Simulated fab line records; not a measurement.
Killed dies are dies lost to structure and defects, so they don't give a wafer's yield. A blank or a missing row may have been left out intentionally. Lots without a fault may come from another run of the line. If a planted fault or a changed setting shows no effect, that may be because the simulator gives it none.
A struck lot beside a sound one -- flow n5_finfet -- 39 out of 1938 route steps
Sound: the wafers L968.1, L968.2, L968.4. Wafers struck: L973.1, L973.3, L973.4. The cause comes at the end.
Order at every step that has rows: each side's tool, ch and its chambers, its first start. Under that, the readings that differ: sound wafers -- struck wafers -- difference of the means -- sigmas: that difference in standard deviations of wafers without a fault.
alike: same words and numbers on both sides, and readings whose means sit less than 2 such deviations apart. not compared: any withheld reading, any reading some wafer has no value for, any bound like >300 that may hide the same value, and any number with overlapping values for which the record gives no deviation.
Wherever a step has rows on one side only, a row that says differs or no value, or a row with sigmas, the two part there. Numbers that don't overlap but have no deviation are shown without sigmas and don't part them. A reading that every wafer of one side lacks parts them only if that side has two wafers or more.

first, 11 steps without rows for these wafers: N5_FIN_SAQP_STRIP_74 (strips in CHF3/O2); N5_FIN_SAQP_MANDREL_ETCH_22 (etches a-Si in HBr/Cl2, stops on SiNx, target depth 60 nm, bt time 10 s, time 30 s); N5_FIN_SAQP_STRIP_55 (strips in N2/H2); N5_FIN_SAQP_STRIP_23 (strips in SPM, time 750 s); N5_FIN_SAQP_SRD_66 (time 30 s); N5_FIN_SAQP_RECESS_75 (chemistry HF/NH3, target SiO2, target depth 14.4 nm, afs cycles 3, sublimation time 60 s); N5_FIN_SAQP_SPACER1_ALD_24 (deposits SiO2, target thk 20.3 nm, pulse time 1 s, purge time 2 s); N5_FIN_SAQP_SPACER1_ETCHBACK_25 (etches SiO2 in CHF3/O2, target depth 24.4 nm, time 12.2 s); N5_FIN_SAQP_MANDREL1_REMOVE_56 (chemistry HBr/Cl2/O2, target a-Si, stops on SiNx, bt time 10 s); N5_FIN_SAQP_ETCH_57 (etches SiNx in CH3F/O2, target depth 32.5 nm, time 46.4 s); N5_FIN_SAQP_ETCH_65 (etches SiO2 in CF4, target depth 4 nm, time 4.4 s).
N5_FIN_SAQP_MANDREL_ETCH_58: etches a-Si in HBr/Cl2, stops on SiNx, target depth 45 nm, bt time 10 s, time 27 s.
  sound on rie_si-05 ch 1,2,3, day 3 18:54; struck on rie_si-05 ch 0,1,2, day 5 03:18
reading,sound,struck,difference,sigmas
rf_fwd_power_W (W),792 792 797,991 993 981,+195,+54
  alike: drypump_motor_current_A, oes_product_au, throttle_valve_pct
  not compared: rf_hours_counter_h, model.SiNx_of_FIN_SAQP_HM_DEP_03.thk_nm
then, 9 steps without rows for these wafers: N5_FIN_SAQP_RECESS_63 (chemistry HF/NH3, target SiO2, target depth 18 nm, afs cycles 3, sublimation time 60 s); N5_FIN_SAQP_COAT_68 (time 60 s, resist thk 100 nm); N5_FIN_SAQP_ETCH_69 (etches SOC in N2/H2, stops on SiNx, target depth 150 nm); N5_FIN_SAQP_ETCH_67 (etches SiNx in CH3F/O2, target depth 30 nm); N5_FIN_SAQP_STRIP_70 (strips in N2/H2); N5_FIN_SAQP_RECESS_71 (chemistry HF/NH3, target SiO2, target depth 3 nm, afs cycles 1, sublimation time 60 s); N5_FIN_SAQP_SPACER2_ALD_28 (deposits SiO2, target thk 8.1 nm, pulse time 1 s, purge time 2 s); N5_FIN_SAQP_SPACER2_ETCHBACK_29 (etches SiO2 in CHF3/O2, target depth 12.2 nm, time 6.1 s); N5_FIN_SAQP_MANDREL2_REMOVE_60 (chemistry HBr/Cl2/O2, target a-Si, stops on SiNx, bt time 10 s).
N5_FIN_SAQP_HM_OPEN_33: chemistry CH3F/O2, target SiNx, target depth 49.4 nm, time 70.6 s.
  sound on rie_diel-04 ch 1,2,3, day 3 20:35; struck on rie_diel-04 ch 0,1,2, day 5 04:57
  alike: drypump_motor_current_A, etch_rf_on_time_s, oes_o_777_au, oes_product_au, rf_fwd_power_W, rf_vpp_V, showerhead_plenum_p_Torr, throttle_valve_pct
  not compared: rf_hours_counter_h, model.etch.depth_nm
then, 14 steps without rows for these wafers: N5_FIN_SAQP_ETCH_34 (etches SiO2 in C4F6/O2, target depth 45 nm, time 15 s); N5_FIN_SAQP_STRIP_77 (strips in N2/H2, time 90 s); N5_FIN_SAQP_ETCH_64 (etches SiO2 in CF4, target depth 1.5 nm); N5_FIN_SAQP_FIN_ETCH_36 (etches the open film in HBr/Cl2/O2, target depth 120 nm, time 50.4 s); N5_FIN_SAQP_PRECLEAN_38 (cleans in O3/DIW, time 45 s); N5_FIN_SAQP_PRECLEAN_45 (cleans in dHF, time 10 s); N5_FIN_SAQP_SRD_39 (time 30 s); N5_FIN_CUT_COAT_18 (time 60 s, resist thk 230 nm); N5_FIN_CUT_COAT_19 (time 60 s, resist thk 20 nm); N5_FIN_CUT_COAT_29 (time 60 s, resist thk 10 nm); N5_FIN_CUT_COAT_02 (resist thk 30 nm); N5_FIN_CUT_EBR_04; N5_FIN_CUT_SOFTBAKE_03 (time 60 s); N5_FIN_CUT_EXPOSE_05 (exposes mask FIN CUT).
N5_STI_FIN_REVEAL_RECESS_09: chemistry HF/NH3, target SiO2, afs cycles 11, target depth 42.5 nm, sublimation time 60 s.
  sound on vapor_etch-01 ch 0,1, day 4 04:37; struck on vapor_etch-01 ch 0,1, day 5 13:47
  alike: drypump_motor_current_A
  not compared: model.SiNx_of_FIN_SAQP_HM_DEP_03.thk_nm
-- a jump in the record: the struck wafers' starts before and after are 6 days apart (it breaks off in module STI_FIN_REVEAL and resumes in module BEOL_M4, where the first step shown is number 1111 of the route) --
N5_BEOL_M4_RC_MEAS_101:
  sound on prober-01 ch 0, day 10 20:51; struck on prober-01 ch 0, day 11 17:31
reading,sound,struck,difference,sigmas
DIBL_P (mV/V),38.8 40.2 40.8,34.7 34.0 35.5,-5.2,-2
  alike: DIBL_N, IOFF_N, IOFF_P, ION_N, ION_P, SS_N, SS_P, VT_N, VT_P
then, 1 step without rows for these wafers: N5_PASSIVATION_PROBE_49.

== WHERE THEY PART ==
Last at N5_BEOL_M4_RC_MEAS_101 as far as this record goes, first at N5_FIN_SAQP_MANDREL_ETCH_58.

WHY: the cause the simulator had injected
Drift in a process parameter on rie_si-05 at N5_FIN_SAQP_MANDREL_ETCH_58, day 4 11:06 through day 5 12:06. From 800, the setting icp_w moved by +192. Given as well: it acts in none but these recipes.
